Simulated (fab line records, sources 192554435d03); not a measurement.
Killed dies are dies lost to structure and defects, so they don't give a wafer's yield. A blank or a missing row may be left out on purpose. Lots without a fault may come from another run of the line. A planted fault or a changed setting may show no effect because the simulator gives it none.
Split-lot experiment | flow n5_finfet | 7 lots, 21 wafers read, on a route of 1938 steps

THE SPLIT
At N5_BEOL_M3_COAT_67 (time 60 s, resist thk 60 nm), the setting spin_rpm was moved away from the recipe's 1500 rpm on 6 of the 21 wafers read, by -9.7% to +6.0%. The other wafers ran this setting at the recipe's value.

FROM THE SPLIT TO THE READING: what the file shows between them, 8 steps
- N5_BEOL_M3_COAT_22: resist thk 30 nm (also split here: spin_rpm)
- N5_BEOL_M3_EBR_24
- N5_BEOL_M3_SOFTBAKE_23: time 60 s
- N5_BEOL_M3_DESCUM_33: chemistry O2, time 7 s
- N5_BEOL_M3_ETCH_77: etches underlayer in N2/H2, target depth 6.5 nm, time 5.2 s
- N5_BEOL_M3_ETCH_69: etches SiARC in CF4, target depth 15.6 nm, time 26 s
- N5_BEOL_M3_ALD_98: deposits SiO2, target thk 2.5 nm, pulse time 1 s, co reactant pulse time 1 s
- N5_BEOL_M3_ETCHBACK_99: etches SiO2 in CHF3, target depth 5 nm, time 10.4 s

THE READING
etch.depth_nm (the simulator's own value, which no gauge read), in nm, at N5_BEOL_M3_ETCH_70 (etches SOC in N2/H2, target depth 80 nm, overetch 16 nm, time 120 s). The file gives no usual value for it. The 15 wafers here that ran the recipe average 60.16 nm, standard deviation 0.1 nm.

wafer  | tool, chamber at the split | spin_rpm as run, rpm | against the recipe | etch.depth_nm, nm | against lot-mates on the recipe
L074.2 | litho_track-05, 0          | 1500                 | recipe             | 60.09             | -
L074.4 | litho_track-05, 0          | 1585                 | +5.7%              | 58.28             | -1.88
L074.5 | litho_track-05, 0          | 1500                 | recipe             | 60.23             | -
L079.1 | litho_track-05, 0          | 1500                 | recipe             | 60.26             | -
L079.2 | litho_track-05, 0          | 1500                 | recipe             | 60.2              | -
L079.5 | litho_track-05, 0          | 1399                 | -6.7%              | 62.39             | +2.16
L084.4 | litho_track-05, 0          | 1500                 | recipe             | 59.95             | -
L084.5 | litho_track-05, 0          | 1500                 | recipe             | 60.26             | -
L084.6 | litho_track-05, 0          | 1500                 | recipe             | 60.11             | -
L086.4 | litho_track-05, 0          | 1500                 | recipe             | 60.26             | -
L086.5 | litho_track-05, 0          | 1590                 | +6.0%              | 58.44             | -1.84
L086.6 | litho_track-05, 0          | 1500                 | recipe             | 60.31             | -
L089.3 | litho_track-03, 0          | 1355                 | -9.7%              | 63.34             | +3.25
L089.4 | litho_track-03, 0          | 1500                 | recipe             | 60.03             | -
L089.6 | litho_track-03, 0          | 1500                 | recipe             | 60.15             | -
L093.1 | litho_track-03, 0          | 1500                 | recipe             | 60.13             | -
L093.4 | litho_track-03, 0          | 1500                 | recipe             | 60.21             | -
L093.5 | litho_track-03, 0          | 1500                 | recipe             | 60.21             | -
L096.1 | litho_track-02, 0          | 1500                 | recipe             | 60.02             | -
L096.2 | litho_track-02, 0          | 1566                 | +4.4%              | 58.77             | -1.25
L096.6 | litho_track-02, 0          | 1566                 | +4.4%              | 58.72             | -1.30

THE FIT
A straight line over all 21 wafers: etch.depth_nm changes by -0.323 nm for each +1% of spin_rpm; r = -1.00; the points scatter about the line by 0.1 nm.
The same after taking each lot's own level away (the mean of its wafers on the recipe; 21 wafers): -0.322 nm for each +1%; r = -1.00; scatter 0.084 nm.
On that fit, the largest move of spin_rpm shifts the reading by 3.1 nm.
The lots' own levels span 60.020 to 60.285 nm, that is 2.6 times the standard deviation above.
So the lot-to-lot level changes the slope little: the two slopes agree.
Check: with one of the wafers moved furthest among these (-9.7%) left out of the fit, the line predicts +3.03 nm for it against its lot-mates. It came out at +3.25 nm against them.

OTHER SPLITS ON THESE WAFERS
These wafers also went through other splits before the reading. Each is held against what the fit with the lots' levels taken away leaves over:
other split on the same wafers            | wafers away from the commonest value | r with etch.depth_nm (lot level and that fit taken away)
N5_BEOL_M0_SAQP_DEVELOP_13 develop_time_s | 10                                   | -0.04
N5_BEOL_M1_TRENCH_ETCH_37 bias_w          | 5                                    | +0.06
N5_BEOL_M3_COAT_05 spin_rpm               | 12                                   | -0.18
N5_BEOL_M3_EXPOSE_08 dose_mj              | 7                                    | -0.28
N5_BEOL_M3_COAT_22 spin_rpm               | 6                                    | -0.24

THE WHOLE CHAIN: every reading that the file lists as answering this split, in the file's order
step               | what it does                                                        | reading                                                                        | change (the file's fit)               | r (the file's)
N5_BEOL_M3_COAT_67 | time 60 s, resist thk 60 nm                                         | SOC_of_BEOL_M3_COAT_67.thk_nm (the simulator's own value, which no gauge read) | -0.328 nm for each +1% of the setting | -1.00
N5_BEOL_M3_ETCH_70 | etches SOC in N2/H2, target depth 80 nm, overetch 16 nm, time 120 s | etch.depth_nm (the simulator's own value, which no gauge read)                 | -0.324 nm for each +1% of the setting | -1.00

THE FILE'S OWN FIT
etch.depth_nm changes by -0.324 nm for each +1% of spin_rpm, r = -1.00.
